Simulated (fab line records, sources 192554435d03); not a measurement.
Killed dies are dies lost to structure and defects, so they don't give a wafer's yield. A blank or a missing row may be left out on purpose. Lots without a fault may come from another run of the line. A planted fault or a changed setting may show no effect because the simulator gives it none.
Which tool did it? | flow n5_finfet | 24 lots, 72 wafers sampled, at 6 steps of a route of 1938

WHAT THE GAUGES READ, wafer by wafer
N5_FIN_SAQP_OVL_MEAS_17. Usual: FIN_CORE_OVL -0.1 nm, standard deviation 0.85.
lot  | measured    | on         | FIN_CORE_OVL (nm) | flag
L074 | day 1 22:13 | overlay-01 | 1.1 -0.3 0.2      |
L075 | day 2 04:26 | overlay-02 | 0.3 -1.2 -1.1     |
L076 | day 2 09:34 | overlay-02 | 0.9 0.6 -0.2      |
L077 | day 2 15:41 | overlay-01 | 0.2 0.5 1.4       |
L078 | day 2 21:32 | overlay-01 | 0.1 0.8 0.3       |
L079 | day 3 04:16 | overlay-01 | 0.1 0.3 1.1       |
L080 | day 3 10:19 | overlay-02 | 0.0 0.7 -1.3      |
L081 | day 3 16:49 | overlay-02 | -0.9 -0.6 -1.0    |
L082 | day 3 22:07 | overlay-01 | 1.5 2.6 0.5       |
L083 | day 4 05:17 | overlay-01 | -0.5 -1.4 -1.1    |
L084 | day 4 09:28 | overlay-01 | -0.6 -1.4 -0.4    |
L085 | day 4 15:39 | overlay-01 | 0.8 1.0 1.8       |
L086 | day 4 20:55 | overlay-02 | -0.1 0.3 -1.7     |
L087 | day 5 05:55 | overlay-01 | 0.2 0.0 1.2       |
L088 | day 5 09:35 | overlay-02 | -0.2 -0.7 0.0     |
L089 | day 5 15:38 | overlay-02 | 0.3 -0.7 -0.5     |
L090 | day 5 21:44 | overlay-01 | -0.3 0.0 -1.6     |
L091 | day 6 04:55 | overlay-02 | -1.0 -0.4 -0.7    |
L092 | day 6 09:11 | overlay-02 | 0.1 1.2 -0.6      |
L093 | day 6 15:41 | overlay-01 | 0.1 -0.2 0.6      |
L094 | day 6 21:59 | overlay-02 | -0.1 0.1 0.2      |
L095 | day 7 04:10 | overlay-01 | 0.2 -0.5 0.3      |
L096 | day 7 09:20 | overlay-01 | -0.2 0.3 -0.4     |
L097 | day 7 17:04 | overlay-02 | -0.4 0.5 -0.3     |

N5_DUMMY_GATE_OVL_MEAS_16. Usual: GATE_OVL -0.7 nm, standard deviation 0.54.
lot  | measured    | on         | GATE_OVL (nm)  | flag
L074 | day 2 22:29 | overlay-02 | -1.1 -1.0 -1.5 |
L075 | day 3 06:07 | overlay-01 | -1.0 -1.8 -1.0 |
L076 | day 3 12:41 | overlay-02 | -0.3 -0.9 -0.9 |
L077 | day 3 15:21 | overlay-01 | -0.9 -0.4 -1.4 |
L078 | day 3 21:32 | overlay-02 | 0.0 -0.2 -0.2  |
L079 | day 4 05:40 | overlay-01 | 0.7 0.0 -0.4   |
L080 | day 4 09:25 | overlay-02 | -0.8 -1.1 -0.8 |
L081 | day 4 17:12 | overlay-02 | -0.9 0.0 -0.2  |
L082 | day 5 02:36 | overlay-01 | -1.0 -1.1 -1.1 |
L083 | day 5 05:11 | overlay-01 | -0.2 -0.6 0.1  |
L084 | day 5 12:22 | overlay-02 | -0.5 -0.2 -0.4 |
L085 | day 5 15:05 | overlay-01 | -1.9 -1.0 0.3  |
L086 | day 6 01:32 | overlay-01 | 0.3 -1.0 0.2   |
L087 | day 6 06:01 | overlay-02 | -0.9 -0.9 -0.6 |
L088 | day 6 11:18 | overlay-01 | -0.7 -1.2 -1.2 |
L089 | day 6 18:11 | overlay-01 | 0.1 -0.9 -1.0  |
L090 | day 6 21:21 | overlay-02 | -1.1 -1.0 0.4  |
L091 | day 7 04:56 | overlay-02 | -0.5 -0.9 -0.1 |
L092 | day 7 09:18 | overlay-02 | -0.9 0.2 -1.2  |
L093 | day 7 17:46 | overlay-01 | -0.1 -0.5 -0.1 |
L094 | day 7 21:54 | overlay-02 | -2.4 -0.6 -0.3 |
L095 | day 8 03:06 | overlay-02 | -1.1 -0.3 -0.8 |
L096 | day 8 13:29 | overlay-01 | -1.3 -1.1 -1.1 |
L097 | day 8 17:02 | overlay-01 | -1.4 -0.7 -0.7 |

N5_DUMMY_GATE_CD_MEAS_50: target cd 14 nm. Usual: cd_nm 13.9 nm, standard deviation 0.46.
lot  | measured    | on        | cd_nm (nm)     | flag
L074 | day 2 22:57 | cd_sem-03 | 13.9 14.0 13.9 |
L075 | day 3 07:08 | cd_sem-03 | 13.5 13.9 13.9 |
L076 | day 3 13:10 | cd_sem-02 | 13.8 14.4 14.1 |
L077 | day 3 15:56 | cd_sem-03 | 14.1 13.4 13.6 |
L078 | day 3 22:07 | cd_sem-01 | 14.0 14.0 14.0 |
L079 | day 4 06:08 | cd_sem-02 | 13.3 13.9 13.4 |
L080 | day 4 09:52 | cd_sem-01 | 13.3 13.7 13.0 |
L081 | day 4 17:40 | cd_sem-03 | 14.9 14.7 14.2 |
L082 | day 5 03:12 | cd_sem-01 | 13.7 14.0 13.9 |
L083 | day 5 05:38 | cd_sem-02 | 14.2 14.6 13.8 |
L084 | day 5 12:52 | cd_sem-02 | 14.3 14.3 14.1 |
L085 | day 5 15:33 | cd_sem-02 | 13.7 14.3 13.2 |
L086 | day 6 02:05 | cd_sem-03 | 14.3 14.3 13.4 |
L087 | day 6 06:29 | cd_sem-03 | 13.5 13.8 13.4 |
L088 | day 6 11:46 | cd_sem-02 | 13.8 14.6 14.2 |
L089 | day 6 18:38 | cd_sem-03 | 13.6 13.9 14.3 |
L090 | day 6 21:54 | cd_sem-03 | 14.6 14.1 15.0 |
L091 | day 7 05:34 | cd_sem-02 | 13.9 13.6 13.4 |
L092 | day 7 09:55 | cd_sem-01 | 13.6 14.4 14.2 |
L093 | day 7 18:14 | cd_sem-02 | 14.0 13.6 13.7 |
L094 | day 7 22:23 | cd_sem-02 | 13.2 13.5 13.8 |
L095 | day 8 03:34 | cd_sem-03 | 13.9 13.8 14.2 |
L096 | day 8 14:09 | cd_sem-02 | 13.2 13.8 14.4 |
L097 | day 8 17:49 | cd_sem-03 | 14.7 13.3 15.0 |

WHICH TOOL RAN EACH LOT (tool, then ch and the chambers of the sampled wafers, then the start)
lot  | N5_FIN_SAQP_ETCH_65             | N5_STI_FIN_REVEAL_STRIP_24        | N5_DUMMY_GATE_ETCH_37
L074 | rie_si-03 ch 1,3, day 2 00:26   | rie_diel-05 ch 0,3, day 2 09:46   | rie_diel-01 ch 0,1,2, day 2 22:43
L075 | rie_si-03 ch 1,2,3, day 2 06:58 | rie_diel-05 ch 0,1,2, day 2 17:59 | rie_diel-01 ch 0,1,2, day 3 06:47
L076 | rie_si-06 ch 0,2,3, day 2 12:49 | rie_diel-05 ch 1,2,3, day 2 23:05 | rie_diel-02 ch 0,2,3, day 3 12:56
L077 | rie_si-03 ch 0,3, day 2 18:01   | rie_diel-05 ch 2,3, day 3 03:48   | rie_diel-03 ch 2,3, day 3 15:41
L078 | rie_si-01 ch 0,1, day 3 00:11   | rie_diel-04 ch 0,1, day 3 10:01   | rie_diel-02 ch 2,3, day 3 21:53
L079 | rie_si-01 ch 0,1,2, day 3 06:31 | rie_diel-04 ch 0,3, day 3 16:12   | rie_diel-01 ch 0,2,3, day 4 05:54
L080 | rie_si-01 ch 0,1,2, day 3 12:40 | rie_diel-04 ch 0,2, day 3 21:52   | rie_diel-02 ch 0,1,2, day 4 09:38
L081 | rie_si-03 ch 0,3, day 3 19:13   | rie_diel-06 ch 2,3, day 4 05:40   | rie_diel-03 ch 1,2,3, day 4 17:26
L082 | rie_si-03 ch 1,2, day 4 00:59   | rie_diel-04 ch 0,1, day 4 11:12   | rie_diel-02 ch 0,1, day 5 02:55
L083 | rie_si-01 ch 1,2, day 4 07:54   | rie_diel-06 ch 2,3, day 4 17:32   | rie_diel-03 ch 2,3, day 5 05:23
L084 | rie_si-06 ch 1,2, day 4 12:55   | rie_diel-05 ch 1,3, day 4 22:27   | rie_diel-01 ch 2,3, day 5 12:37
L085 | rie_si-01 ch 1,2, day 4 18:11   | rie_diel-06 ch 0,1,2, day 5 03:35 | rie_diel-02 ch 0,3, day 5 15:19
L086 | rie_si-03 ch 0,1,2, day 4 23:08 | rie_diel-06 ch 2,3, day 5 08:59   | rie_diel-02 ch 0,1, day 6 01:50
L087 | rie_si-01 ch 0,2, day 5 08:29   | rie_diel-05 ch 0,1,3, day 5 18:10 | rie_diel-02 ch 0,3, day 6 06:14
L088 | rie_si-01 ch 0,1,2, day 5 11:50 | rie_diel-06 ch 0,1,2, day 5 21:07 | rie_diel-02 ch 0,1,3, day 6 11:32
L089 | rie_si-01 ch 0,2, day 5 18:25   | rie_diel-04 ch 0,1, day 6 04:21   | rie_diel-03 ch 1,2, day 6 18:25
L090 | rie_si-01 ch 0,3, day 6 00:20   | rie_diel-04 ch 0,3, day 6 09:38   | rie_diel-01 ch 1,2,3, day 6 21:40
L091 | rie_si-03 ch 1,2,3, day 6 07:19 | rie_diel-06 ch 0,1,3, day 6 16:59 | rie_diel-01 ch 1,2, day 7 05:19
L092 | rie_si-01 ch 0,2,3, day 6 12:12 | rie_diel-06 ch 0,1,2, day 6 21:46 | rie_diel-02 ch 0,1,2, day 7 09:32
L093 | rie_si-01 ch 0,1,2, day 6 19:07 | rie_diel-05 ch 0,1, day 7 04:23   | rie_diel-03 ch 0,1,2, day 7 18:01
L094 | rie_si-03 ch 1,3, day 7 00:36   | rie_diel-05 ch 0,2, day 7 10:14   | rie_diel-02 ch 0,2, day 7 22:09
L095 | rie_si-03 ch 0,1,3, day 7 06:23 | rie_diel-05 ch 0,1,3, day 7 15:27 | rie_diel-01 ch 1,2,3, day 8 03:20
L096 | rie_si-03 ch 0,1,2, day 7 11:44 | rie_diel-05 ch 1,2,3, day 7 23:23 | rie_diel-01 ch 0,1, day 8 13:41
L097 | rie_si-03 ch 2,3, day 7 19:20   | rie_diel-05 ch 1,2, day 8 05:20   | rie_diel-02 ch 0,1,3, day 8 17:31
- N5_FIN_SAQP_ETCH_65: etches SiO2 in CF4, target depth 4 nm, time 4.4 s.
- N5_STI_FIN_REVEAL_STRIP_24: strips in N2/H2, time 90 s.
- N5_DUMMY_GATE_ETCH_37: etches SOC in N2/H2, target depth 60 nm, overetch 30 nm.

WHAT THE TOOLS THEMSELVES READ (means of the sampled wafers that have a number; where no wafer has one, the mark that the record gives instead)
N5_FIN_SAQP_ETCH_65. Usual: drypump_motor_current_A 5.7 A, standard deviation 0.3; oes_product_au 0.999 a.u., standard deviation 0.025; throttle_valve_pct 22.00 %, standard deviation 0.26.
lot  | tool      | drypump_motor_current_A (A) | oes_product_au (a.u.) | throttle_valve_pct (%) | flag
L074 | rie_si-03 | 5.3                         | 1.002                 | 22.20                  |
L075 | rie_si-03 | 5.6                         | 1.003                 | 22.20                  |
L076 | rie_si-06 | 5.8                         | 1.003                 | 21.85                  |
L077 | rie_si-03 | 5.4                         | 1.012                 | 21.79                  |
L078 | rie_si-01 | 5.7                         | 1.007                 | 22.09                  |
L079 | rie_si-01 | 5.8                         | 0.993                 | 22.05                  |
L080 | rie_si-01 | 5.8                         | 0.984                 | 22.06                  |
L081 | rie_si-03 | 5.4                         | 1.007                 | 21.79                  |
L082 | rie_si-03 | 5.6                         | 0.999                 | 22.17                  |
L083 | rie_si-01 | 5.8                         | 0.969                 | 22.22                  |
L084 | rie_si-06 | 5.8                         | 0.990                 | 21.82                  |
L085 | rie_si-01 | 5.8                         | 0.968                 | 22.23                  |
L086 | rie_si-03 | 5.7                         | 1.007                 | 21.98                  |
L087 | rie_si-01 | 5.9                         | 0.991                 | 21.87                  |
L088 | rie_si-01 | 5.8                         | 0.991                 | 22.05                  |
L089 | rie_si-01 | 5.8                         | 1.007                 | 21.90                  |
L090 | rie_si-01 | 5.8                         | 1.027                 | 21.91                  |
L091 | rie_si-03 | 5.6                         | 1.004                 | 22.20                  |
L092 | rie_si-01 | 5.9                         | 1.008                 | 21.87                  |
L093 | rie_si-01 | 5.8                         | 0.984                 | 22.05                  |
L094 | rie_si-03 | 5.3                         | 1.015                 | 22.20                  |
L095 | rie_si-03 | 5.4                         | 1.014                 | 21.99                  |
L096 | rie_si-03 | 5.7                         | 1.003                 | 21.97                  |
L097 | rie_si-03 | 5.9                         | 0.983                 | 22.20                  |

N5_STI_FIN_REVEAL_STRIP_24. Usual: drypump_motor_current_A 5.8 A, standard deviation 0.39; oes_product_au 0.76 a.u., standard deviation 0.09; rf_vpp_V 45.3 V, standard deviation 0.76; showerhead_plenum_p_Torr 3.43 Torr, standard deviation 0.097; throttle_valve_pct 12.28 %, standard deviation 0.26.
lot  | tool        | drypump_motor_current_A (A) | oes_product_au (a.u.) | rf_vpp_V (V) | showerhead_plenum_p_Torr (Torr) | throttle_valve_pct (%) | flag
L074 | rie_diel-05 | 5.6                         | 0.70                  | 45.9         | 3.37                            | 12.52                  |
L075 | rie_diel-05 | 5.7                         | 0.74                  | 45.3         | 3.47                            | 12.35                  |
L076 | rie_diel-05 | 6.0                         | 0.74                  | 45.2         | 3.47                            | 12.35                  |
L077 | rie_diel-05 | 6.0                         | 0.76                  | 45.3         | 3.45                            | 12.44                  |
L078 | rie_diel-04 | 5.3                         | 0.71                  | 45.1         | 3.48                            | 12.50                  |
L079 | rie_diel-04 | 5.3                         | 0.73                  | 45.1         | 3.38                            | 12.40                  |
L080 | rie_diel-04 | 5.5                         | 0.74                  | 45.6         | 3.49                            | 12.33                  |
L081 | rie_diel-06 | 5.9                         | 0.68                  | 45.5         | 3.46                            | 12.30                  |
L082 | rie_diel-04 | 5.4                         | 0.72                  | 45.7         | 3.49                            | 12.54                  |
L083 | rie_diel-06 | 5.9                         | 0.68                  | 45.8         | 3.46                            | 12.32                  |
L084 | rie_diel-05 | 6.1                         | 0.80                  | 45.0         | 3.40                            | 12.29                  |
L085 | rie_diel-06 | 6.1                         | 0.70                  | 45.3         | 3.37                            | 12.25                  |
L086 | rie_diel-06 | 5.9                         | 0.69                  | 45.1         | 3.46                            | 12.33                  |
L087 | rie_diel-05 | 5.9                         | 0.77                  | 44.7         | 3.39                            | 12.29                  |
L088 | rie_diel-06 | 6.1                         | 0.69                  | 45.5         | 3.37                            | 12.27                  |
L089 | rie_diel-04 | 5.4                         | 0.71                  | 44.7         | 3.48                            | 12.57                  |
L090 | rie_diel-04 | 5.3                         | 0.71                  | 44.9         | 3.37                            | 12.46                  |
L091 | rie_diel-06 | 5.9                         | 0.78                  | 44.8         | 3.37                            | 12.09                  |
L092 | rie_diel-06 | 6.1                         | 0.80                  | 44.6         | 3.36                            | 12.08                  |
L093 | rie_diel-05 | 5.9                         | 0.94                  | 45.4         | 3.41                            | 11.83                  |
L094 | rie_diel-05 | 5.6                         | 0.84                  | 44.8         | 3.49                            | 12.21                  |
L095 | rie_diel-05 | 5.9                         | 0.84                  | 45.4         | 3.38                            | 12.13                  |
L096 | rie_diel-05 | 6.0                         | 0.79                  | 45.7         | 3.45                            | 12.24                  |
L097 | rie_diel-05 | 5.9                         | 0.82                  | 45.6         | 3.51                            | 12.14                  |

N5_DUMMY_GATE_ETCH_37. Usual: drypump_motor_current_A 6.0 A, standard deviation 0.36; oes_product_au 0.61 a.u., standard deviation 0.066; rf_vpp_V 523.3 V, standard deviation 2.4; showerhead_plenum_p_Torr 2.51 Torr, standard deviation 0.077; throttle_valve_pct 17.81 %, standard deviation 0.27.
lot  | tool        | drypump_motor_current_A (A) | oes_product_au (a.u.) | rf_vpp_V (V) | showerhead_plenum_p_Torr (Torr) | throttle_valve_pct (%) | flag
L074 | rie_diel-01 | 6.1                         | 0.57                  | 525.1        | 2.58                            | 17.89                  |
L075 | rie_diel-01 | 6.1                         | 0.57                  | 525.9        | 2.58                            | 17.90                  |
L076 | rie_diel-02 | 6.1                         | 0.64                  | 522.5        | 2.49                            | 17.69                  |
L077 | rie_diel-03 | 6.5                         | 0.59                  | 523.9        | 2.56                            | 17.83                  |
L078 | rie_diel-02 | 5.8                         | 0.59                  | 520.8        | 2.43                            | 17.83                  |
L079 | rie_diel-01 | 6.0                         | 0.58                  | 524.5        | 2.58                            | 17.87                  |
L080 | rie_diel-02 | 6.1                         | 0.63                  | 522.4        | 2.48                            | 17.81                  |
L081 | rie_diel-03 | 6.3                         | 0.57                  | 524.1        | 2.55                            | 17.84                  |
L082 | rie_diel-02 | 6.4                         | 0.68                  | 525.0        | 2.54                            | 17.50                  |
L083 | rie_diel-03 | 6.5                         | 0.58                  | 524.8        | 2.59                            | 17.84                  |
L084 | rie_diel-01 | 5.9                         | 0.59                  | 524.6        | 2.57                            | 17.95                  |
L085 | rie_diel-02 | 6.4                         | 0.68                  | 524.0        | 2.54                            | 17.40                  |
L086 | rie_diel-02 | 6.1                         | 0.64                  | 523.3        | 2.48                            | 17.76                  |
L087 | rie_diel-02 | 6.2                         | 0.64                  | 522.1        | 2.49                            | 17.55                  |
L088 | rie_diel-02 | 6.1                         | 0.63                  | 522.7        | 2.48                            | 17.66                  |
L089 | rie_diel-03 | 6.1                         | 0.55                  | 522.5        | 2.51                            | 17.88                  |
L090 | rie_diel-01 | 6.0                         | 0.63                  | 524.2        | 2.55                            | 17.89                  |
L091 | rie_diel-01 | 6.0                         | 0.68                  | 524.9        | 2.54                            | 17.82                  |
L092 | rie_diel-02 | 6.0                         | 0.61                  | 522.1        | 2.47                            | 17.85                  |
L093 | rie_diel-03 | 5.9                         | 0.67                  | 522.9        | 2.52                            | 17.65                  |
L094 | rie_diel-02 | 6.0                         | 0.58                  | 521.4        | 2.46                            | 17.93                  |
L095 | rie_diel-01 | 6.0                         | 0.62                  | 524.1        | 2.55                            | 17.91                  |
L096 | rie_diel-01 | 6.2                         | 0.74                  | 524.4        | 2.54                            | 17.46                  |
L097 | rie_diel-02 | 6.1                         | 0.62                  | 521.7        | 2.47                            | 17.69                  |

THE ANSWER, worked out from the rows above alone
Rule: a lot is off if the mean of its wafers that have a number lies more than 3 standard deviations from the usual mean. A lot without any number at a reading at which 4 lots or more have one is off too. The other lots that the step has rows for count as sound. The gauges are gone through in route order, then the tools' own readings, and for those a lot's mean is taken as printed above. The first step at which some lot is off is used, and at that step the reading that is off furthest; a lot without a number counts as furthest.
No lot is off at any reading shown: from this, nothing can be told.

WHAT THE SIMULATOR HAD PUT IN
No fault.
